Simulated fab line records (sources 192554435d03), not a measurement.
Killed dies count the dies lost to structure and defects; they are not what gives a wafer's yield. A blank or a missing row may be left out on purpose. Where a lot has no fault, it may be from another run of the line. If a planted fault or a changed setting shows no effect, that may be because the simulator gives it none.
Chamber matching -- flow n5Finfet -- N5_BEOL_M2_STRIP_19 on rieDiel-05 has 4 sister chambers
The step strips in O2. 7 wafers are shown with their chamber, then 7 later ones without.

WAFERS PAIRED WITH THEIR CHAMBERS
wafer,chamber,throttleValvePct (%),drypumpMotorCurrentA (A)
L083.4,2,16.60,5.5
L085.2,1,16.85,5.7
L085.5,3,16.98,6.1
L084.4,1,16.84,5.8
L084.5,0,16.37,6.1
L089.4,3,16.99,6.1
L089.5,0,16.39,6.1

WAFERS WITHOUT THEIR CHAMBER
wafer,throttleValvePct (%),drypumpMotorCurrentA (A)
L089.6,16.19,5.5
L090.1,17.01,6.1
L090.3,16.39,6.1
L090.5,16.22,5.5
L094.1,16.22,5.5
L094.5,16.22,5.5
L094.6,17.01,6.0

WHICH CHAMBER EACH WENT THROUGH
wafer,from the rows above,in truth
L089.6,0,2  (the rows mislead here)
L090.1,3,3
L090.3,0,0
L090.5,0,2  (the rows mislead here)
L094.1,0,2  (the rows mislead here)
L094.5,0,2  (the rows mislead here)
L094.6,3,3
Correct placement for 3 of the 7. Can't be placed from these rows: 0. 4 placed wrongly.
How it was worked out, from the rows above alone: a wafer's distance from a chamber is the root of the sum, over the readings, of the square of ((its reading less the chamber's mean) divided by the reading's scatter). If the next closest chamber is less than 2 further off than the closest, the wafer can't be placed; otherwise it belongs to the closest. For every chamber, the mean is computed from those of its wafers that are shown. The scatter: the root of (the sum of the squares of (reading less its chamber's mean) over the shown wafers, divided by (wafers less chambers)).
